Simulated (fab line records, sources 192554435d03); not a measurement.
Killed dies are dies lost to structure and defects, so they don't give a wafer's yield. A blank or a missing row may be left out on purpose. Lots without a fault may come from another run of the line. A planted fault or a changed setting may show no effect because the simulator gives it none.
A struck lot beside a sound one | flow n5_finfet | 37 steps out of a route of 1938
Sound: wafers L820.1, L820.3, L820.4. Struck: wafer L822.2. (L822.1, L822.6 of the same lot were not struck and are left out.) The cause comes at the end.
At each step with rows: each side's tool, then ch and its chambers, then its first start. Under that, the readings that differ: sound wafers | struck wafers | difference of the means | sigmas: that difference in standard deviations of wafers without a fault.
alike: readings whose means differ by less than 2 such deviations, and words and numbers that are the same on both sides. not compared: withheld readings, readings that some wafer has no value for, bounds like >300 that may hide the same value, and numbers for which the record gives no deviation and whose values overlap.
The two part at a step that has a row with sigmas, a row that says differs or no value, or rows on one side only. Numbers that don't overlap but have no deviation are shown without sigmas and don't part them. A reading that every wafer of one side lacks parts them only if that side has two wafers or more.

first, 9 steps without rows for these wafers: N5_BEOL_M8_DESCUM_33 (chemistry O2, time 7 s); N5_BEOL_M8_ETCH_72 (etches underlayer in N2/H2, target depth 6.5 nm, time 5.2 s); N5_BEOL_M8_ETCH_65 (etches SiARC in CF4, target depth 15.6 nm, time 26 s); N5_BEOL_M8_ETCH_66 (etches SOC in N2/H2, target depth 80 nm, overetch 16 nm, time 120 s); N5_BEOL_M8_STRIP_69 (strips in N2/H2); N5_BEOL_M8_STRIP_73 (strips in N2/H2); N5_BEOL_M8_VIA_ETCH_34 (etches SiCOH lowk in C4F6/O2, target depth 125.5 nm, time 50.5 s); N5_BEOL_M8_STRIP_76 (strips in C4F6/O2); N5_BEOL_M8_STRIP_36 (strips in N2/H2).
N5_BEOL_M8_TRENCH_ETCH_37: etches SiCOH lowk in C4F6/O2, target depth 93.478 nm, time 31.2 s.
  sound on rie_diel-01 ch 0,2,3, day 12 02:49; struck on rie_diel-01 ch 2, day 15 04:24
  reading                             | sound             | struck | difference | sigmas
  rf_fwd_power_W (W)                  | 338.3 339.7 340.3 | 256.7  | -82.7      | -44
  rf_vpp_V (V)                        | 655 681 670       | 784    | +115       | +16
  model.etch.depth_nm (nm)            | 93.66 95.18 92.97 | 84.97  | -8.97      |
  model.BEOL_M8.feature_depth_nm (nm) | 93.6 95.2 93      | 85     | -9         |
  alike: bias_w, drypump_motor_current_A, oes_product_au, showerhead_plenum_p_Torr, throttle_valve_pct
  not compared: rf_hours_counter_h
then, 2 steps without rows for these wafers: N5_BEOL_M8_ETCH_41 (etches SiCN in CH3F/O2, target depth 31.9 nm, time 57.8 s); N5_BEOL_M8_STRIP_80 (strips in N2/H2, time 10 s).
N5_BEOL_M8_OCD_MEAS_38:
  sound on ocd-02, day 12 02:59; struck on ocd-02, day 15 04:34
  reading              | sound          | struck | difference | sigmas
  trench_depth_nm (nm) | 93.8 95.4 93.4 | 85.1   | -9.1       | -8
then, 13 steps without rows for these wafers: N5_BEOL_M8_HM_STRIP_39 (strips TiN in peroxide tin strip, target depth 25 nm, time 158 s); N5_BEOL_M8_SRD_40 (time 30 s); N5_BEOL_M8_PRECLEAN_42 (cleans in residue remover, time 60 s); N5_BEOL_M8_SRD_43 (time 30 s); N5_BEOL_M8_CURE_75 (cures SiCOH lowk, time 120 s); N5_BEOL_M8_DEGAS_44 (time 60 s); N5_BEOL_M8_PRE_CLEAN_45 (time 30 s); N5_BEOL_M8_ALD_77 (deposits TaN, target thk 2 nm, pulse time 2 s, purge time 3 s); N5_BEOL_M8_SURFACE_TREAT_79; N5_BEOL_M8_CVD_78 (deposits Co from CCTBA/H2, target thk 2 nm, time 142.3 s); N5_BEOL_M8_SPUTTER_48 (material Cu, target thk 10 nm, time 1.667 s); N5_BEOL_M8_ECD_50 (material Cu, target thk 300 nm); N5_BEOL_M8_ANNEAL_51 (time 90 s).
N5_BEOL_M8_CMP_52: polishes, stops on SiCOH lowk, t overpolish 6.9 s, target thk 80 nm.
  sound on cmp-02 ch 0,2,3, day 12 05:49; struck on cmp-04 ch 3, day 15 06:47
  reading                                | sound                | struck | difference | sigmas
  head_pressure_psi (psi)                | 1.0042 0.9999 1.0048 | 0.9956 | -0.0074    | -4
  time_to_endpoint_s (s)                 | 67.0 68.0 65.6       | 60.0   | -6.9       | -2
  model.Cu_of_BEOL_M8_ECD_50.thk_nm (nm) | 81.4 82.6 80.4       | 70.6   | -10.9      |
  alike: barrier_field_endpoint_s, motor_current_A, overpolish_run_s, slurry_flow_ml_min
N5_BEOL_M8_THK_MEAS_53: measures by xrf.
  sound on film_metro-02, day 12 06:04; struck on film_metro-01, day 15 07:05
  reading     | sound          | struck | difference | sigmas
  M8_THK (nm) | 80.8 81.6 79.4 | 69.9   | -10.7      | -8
then, 2 steps without rows for these wafers: N5_BEOL_M8_PRE_CLEAN_55 (time 15 s); N5_BEOL_M8_DEP_56 (deposits SiCN from 3MS/NH3, target thk 10 nm, time 17.5 s).
N5_BEOL_M8_RS_MEAS_57: measures by four-point-probe.
  sound on film_metro-01, day 12 06:11; struck on film_metro-01, day 15 07:13
  reading        | sound             | struck | difference | sigmas
  M8_RS (ohm/sq) | 0.279 0.275 0.284 | 0.330  | +0.051     | +8
then, 5 steps without rows for these wafers: N5_BEOL_M9_ILD_DEP_00 (deposits SiCOH lowk from DEMS/porogen, target thk 308.51 nm, time 58 s); N5_BEOL_M9_CURE_71 (cures SiCOH lowk, time 240 s); N5_BEOL_M9_PECVD_70 (deposits SiO2 from TEOS/O2, target thk 20 nm, time 22.7 s); N5_BEOL_M9_HM_DEP_02 (deposits TiN, target thk 20 nm); N5_BEOL_M9_COAT_59 (time 60 s, resist thk 100 nm).
-- the record jumps here: 2 days lie between the struck wafers' starts before and after (it left off in module BEOL_M9 and takes up again in module BEOL_M15, whose first step shown is number 1830 of the route) --
N5_BEOL_M15_RC_MEAS_101:
  sound on prober-02 ch 0, day 14 02:40; struck on prober-02 ch 0, day 17 09:37
  reading                   | sound                 | struck | difference | sigmas
  COMB_M14 (S/m)            | 3.8e-12 3.3e-12 4e-12 | 2e-12  | -2e-12     | -2
  SERP_M14 (ohm/um)         | 0.1581 0.1595 0.1625  | 0.1522 | -0.0078    | -3
  SERP_M8 (ohm/um)          | 13.6 13.6 13.7        | 16.5   | +2.9       | +6
  SERP_M8_max_site (ohm/um) | 14.1 14.1 14.3        | 17.3   | +3.1       | +6
  alike: COMB_M10, COMB_M11, COMB_M12, COMB_M13, COMB_M15, COMB_M5, COMB_M6, COMB_M7, COMB_M8, COMB_M9, SERP_M10, SERP_M11, SERP_M11_max_site, SERP_M12, SERP_M13, SERP_M13_max_site, SERP_M5, SERP_M6, SERP_M7, SERP_M9

WHERE THEY PART
First at N5_BEOL_M8_TRENCH_ETCH_37; last, within this record, at N5_BEOL_M15_RC_MEAS_101.

WHY: what the simulator had put in
Process parameter drift: rie_diel-01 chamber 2, from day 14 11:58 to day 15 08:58, at N5_BEOL_M8_TRENCH_ETCH_37. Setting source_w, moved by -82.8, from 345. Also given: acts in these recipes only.
